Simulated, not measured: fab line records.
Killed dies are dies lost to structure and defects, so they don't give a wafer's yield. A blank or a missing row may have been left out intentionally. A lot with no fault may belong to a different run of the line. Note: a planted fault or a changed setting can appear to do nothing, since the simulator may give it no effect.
Chamber matching + flow n5_finfet + ald_hk-01 running N5_HKMG_FIN_ALD_74: 4 sister chambers
The step deposits La2O3, target thk 0.5 nm, pulse time 6 s, co reactant pulse time 1 s. 8 wafers are shown with their chamber, then 11 later ones without.

== EACH WAFER AND ITS CHAMBER ==
| wafer  | chamber | heater_power_w (W) | precursor_pulse_height_rel |
|--------|---------|--------------------|----------------------------|
| L082.4 | 2       | 388                | 1.008                      |
| L082.5 | 0       | 431                | 1.008                      |
| L083.1 | 0       | 429                | 0.968                      |
| L083.5 | 3       | 323                | 0.959                      |
| L084.1 | 1       | 313                | 1.037                      |
| L084.5 | 1       | 303                | 0.985                      |
| L084.6 | 2       | 374                | 0.998                      |
| L085.2 | 3       | 321                | 1.016                      |

== WAFERS WITH NO CHAMBER GIVEN ==
| wafer  | heater_power_w (W) | precursor_pulse_height_rel |
|--------|--------------------|----------------------------|
| L085.3 | 299                | 1.039                      |
| L085.4 | 427                | 1.005                      |
| L095.1 | 386                | 0.999                      |
| L095.4 | 306                | 0.993                      |
| L095.6 | 310                | 0.972                      |
| L096.2 | 302                | 1.019                      |
| L096.4 | 317                | 1.002                      |
| L096.5 | 417                | 1.027                      |
| L097.3 | 309                | 1.012                      |
| L097.5 | 411                | 0.994                      |
| L097.6 | 299                | 1.013                      |

== EACH ONE'S CHAMBER ==
| wafer  | from the rows above     | in truth |
|--------|-------------------------|----------|
| L085.3 | 1                       | 1        |
| L085.4 | 0                       | 0        |
| L095.1 | 2                       | 2        |
| L095.4 | can't be placed: 1 or 3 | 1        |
| L095.6 | can't be placed: 1 or 3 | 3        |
| L096.2 | 1                       | 1        |
| L096.4 | can't be placed: 3 or 1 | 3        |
| L096.5 | 0                       | 0        |
| L097.3 | 1                       | 1        |
| L097.5 | can't be placed: 0 or 2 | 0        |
| L097.6 | 1                       | 1        |
Placed correctly: 7 of 11. Can't be placed from these rows: 4 (the true chamber is among the candidates in 4). 0 placed wrongly.
How it was worked out, from the rows above alone: a wafer's distance from a chamber is the root of the sum, over the readings, of the square of ((its reading less the chamber's mean) divided by the reading's scatter). If the next closest chamber is less than 2 further off than the closest, the wafer can't be placed; otherwise it belongs to the closest. Each chamber's mean is taken over the wafers shown for it. The scatter is the square root of a quotient: the sum, over the shown wafers, of each reading's squared deviation from its chamber's mean, divided by wafers minus chambers.
